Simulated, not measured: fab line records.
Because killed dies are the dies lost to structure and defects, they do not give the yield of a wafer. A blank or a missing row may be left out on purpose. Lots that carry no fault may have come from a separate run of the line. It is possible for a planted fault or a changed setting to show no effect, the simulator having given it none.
Code-filled problem report in 8D (eight disciplines) form | flow nand harc | the parts of the form that need people (team, actions taken, sign-off) are left out

1. THE ISSUE
Mean of oes product au at NHARC_A_BONDPAD_ETCH_34: 0.810 a.u. across 3 wafers in 3 lots; on wafers with no fault it is 0.996 a.u. (standard deviation 0.012). Relative to the usual mean, that is a shift of -15 standard deviations.
The step: etches the open film in N2/H2, target depth 60 nm, overetch 18 nm, time 65.91 s.
The first sign was on wafer L155.2 at day 21 01:40, on rie diel-06. The record holds 33 wafers of 11 lots with a number at this step. The rule behind "out" and "out of limits": a value lying over 4 standard deviations away from the usual mean. Any other wafer with a number is counted as sound.

2. WHAT IT IS AND WHAT IT IS NOT
question                    | is                     | is not
which readings at this step | oes product au         | drypump motor current A, rf vpp V, showerhead plenum p Torr
which lots                  | L155, L158, L159       | L141, L145, L146, L148, L150, L151, L153, L156
which wafers of those lots  | L155.2, L158.4, L159.5 | L155.1, L155.4, L158.2, L158.5, L159.3, L159.6
read on which tools         | rie diel-06            | rie diel-08
when                        | from day 21 01:40      | up to then (23 sound wafers); but 7 sound wafers of L156, L158, L159 came after

3. SUSPECTS, AND WHAT RULES EACH OUT
Counting: if a tool at a process step up to the reading ran every lot that is out, it stays a suspect. Sound lots after the first of them don't rule it out here, since some wafers of a struck lot are sound.
- rie diel-06 at NHARC_A_BONDPAD_DESCUM_11 (chemistry O2, time 3 s): kept. It processed each lot that is out (first: L155, day 21 01:34); up to then, its last sound lot is L153 (day 21 00:01).
- rie diel-06 at NHARC_A_BONDPAD_ETCH_34 (etches the open film in N2/H2, target depth 60 nm, overetch 18 nm, time 65.91 s): kept. It processed each lot that is out (first: L155, day 21 01:40); up to then, its last sound lot is L153 (day 21 00:05). Its own readings are out on those wafers: oes product au.
- At NHARC_A_BONDPAD_ETCH_34, inside rie diel-06: chamber 0 took the wafers that are out, while their sound lot-mates went through chambers 1, 2, 3.
What counting leaves: rie diel-06 at NHARC_A_BONDPAD_DESCUM_11 and rie diel-06 at NHARC_A_BONDPAD_ETCH_34.

4. THE CAUSE (what the simulator had put in)
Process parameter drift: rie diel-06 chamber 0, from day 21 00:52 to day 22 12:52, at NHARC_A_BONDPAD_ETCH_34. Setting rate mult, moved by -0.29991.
Of the 2 suspects that counting leaves, this tool is one.

5. THE EFFECT CHAIN, in route order
Each row: a reading where the mean over the struck wafers with a number is more than 3 standard deviations away from the usual. Readings are gone through only where the record gives a usual standard deviation; hours: the median, over the lots, of the time from a lot's start at the first step in this table giving one to that lot's start at this step; sigmas: the change measured in usual standard deviations.
hours | step                    | reading        | usual      | on struck wafers | change | sigmas
0     | NHARC_A_BONDPAD_ETCH_34 | oes product au | 0.996 a.u. | 0.810            | -0.186 | -15
Here are the process steps it includes:
- NHARC_A_BONDPAD_ETCH_34: etches the open film in N2/H2, target depth 60 nm, overetch 18 nm, time 65.91 s.
At these later measuring or inspecting steps, every struck wafer for which the step has a row has a number for every such reading, and none has moved that far: NHARC_END_SORT_01.

6. WHAT WOULD HAVE CAUGHT IT SOONER
In this record the first reading out of limits was taken at day 21 01:40, 1 hour after the fault began at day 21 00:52.
